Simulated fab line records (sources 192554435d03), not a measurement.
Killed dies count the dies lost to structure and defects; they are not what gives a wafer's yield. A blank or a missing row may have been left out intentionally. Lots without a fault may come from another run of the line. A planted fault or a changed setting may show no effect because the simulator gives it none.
Chamber matching | flow n5_finfet | N5_SDB_CMP_30 on cmp-03 has 4 sister chambers
The step polishes, stops on poly-Si, t overpolish 1.54 s, target thk 30 nm. 16 wafers are shown with their chamber, then 8 later ones without.

EACH WAFER AND ITS CHAMBER
wafer  | chamber | motor_current_A (A)
L307.2 | 2       | 12.6
L307.3 | 0       | 10.0
L308.3 | 0       | 11.0
L308.5 | 1       | 10.9
L308.6 | 0       | 10.4
L310.2 | 1       | 11.2
L310.5 | 1       | 10.9
L310.6 | 0       | 10.5
L311.1 | 1       | 11.0
L311.3 | 3       | 11.1
L311.6 | 1       | 11.3
L313.1 | 0       | 10.8
L313.4 | 3       | 11.7
L313.5 | 0       | 11.0
L315.2 | 0       | 11.1
L315.4 | 3       | 11.9

SIGNATURES, as means of the wafers listed above
reading         | chamber 0 | chamber 1 | chamber 2 | chamber 3 | scatter within a chamber
motor_current_A | 10.686    | 11.060    | 12.600    | 11.567    | 0.347
Rule: for each reading, subtract the chamber's mean from the wafer's reading, divide by that reading's scatter and square the result; add these up over the readings and take the root, which gives the wafer's distance from the chamber. The wafer belongs to the nearest chamber; if the next one is less than 2 further off, it can't be placed. The scatter: the root of (the sum of the squares of (reading less its chamber's mean) over the shown wafers, divided by (wafers less chambers)).

WAFERS WITH NO CHAMBER GIVEN
wafer  | motor_current_A (A)
L324.3 | 11.7
L324.4 | 13.3
L325.2 | 11.6
L325.4 | 13.7
L325.6 | 10.1
L330.2 | 10.6
L330.3 | 11.7
L330.6 | 11.8

WHICH CHAMBER EACH ONE RAN IN
wafer  | from the rows above          | in truth
L324.3 | can't be placed: 3 or 1      | 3
L324.4 | 2                            | 2
L325.2 | can't be placed: 3 or 1      | 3
L325.4 | 2                            | 2
L325.6 | can't be placed: 0 or 1      | 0
L330.2 | can't be placed: 0 or 1      | 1
L330.3 | can't be placed: 3 or 1      | 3
L330.6 | can't be placed: 3 or 1 or 2 | 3
2 of 8 placed correctly. From these rows, 6 cannot be placed; in 6 the true chamber is one of the candidates. Placed wrongly: 0.
